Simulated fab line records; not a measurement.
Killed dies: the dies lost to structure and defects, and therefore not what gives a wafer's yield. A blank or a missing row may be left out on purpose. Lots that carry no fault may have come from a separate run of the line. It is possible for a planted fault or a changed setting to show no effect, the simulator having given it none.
Chamber matching ; flow n5 finfet ; N5_BEOL_M7_ETCH_65 on rie diel-03: 4 sister chambers
The step etches SiARC in CF4, target depth 15.6 nm, time 26 s. 8 wafers are shown with their chamber, then 11 later ones without.

== WAFERS, EACH WITH ITS CHAMBER ==
wafer;chamber;drypump motor current A (A);throttle valve pct (%)
L079.3;0;4.9;15.38
L079.6;3;6.7;15.34
L081.4;0;4.9;15.39
L081.5;1;6.0;16.10
L085.3;3;6.6;15.33
L085.4;1;6.1;16.10
L085.5;2;5.8;15.54
L084.2;2;5.8;15.54

== WAFERS WITH NO CHAMBER GIVEN ==
wafer;drypump motor current A (A);throttle valve pct (%)
L084.4;6.7;15.33
L084.6;4.9;15.41
L088.1;5.8;15.57
L088.4;4.9;15.42
L088.6;6.6;15.36
L093.1;6.6;15.37
L093.5;6.0;16.15
L093.6;4.9;15.45
L096.1;6.6;15.41
L096.3;5.8;15.60
L096.5;6.6;15.40

== CHAMBER TAKEN BY EACH ==
wafer;from the rows above;in truth
L084.4;3;3
L084.6;0;0
L088.1;2;2
L088.4;0;0
L088.6;3;3
L093.1;3;3
L093.5;1;1
L093.6;0;0
L096.1;3;3
L096.3;2;2
L096.5;3;3
11 of 11 placed correctly. Number that these rows cannot place: 0. Wrongly placed: 0.
How it was worked out, from the rows above alone: a wafer's distance from a chamber is the root of the sum, over the readings, of the square of ((its reading less the chamber's mean) divided by the reading's scatter). If the next closest chamber is less than 2 further off than the closest, the wafer can't be placed; otherwise it belongs to the closest. Each chamber's mean is taken over the wafers shown for it. The scatter is the square root of a quotient: the sum, over the shown wafers, of each reading's squared deviation from its chamber's mean, divided by wafers minus chambers.
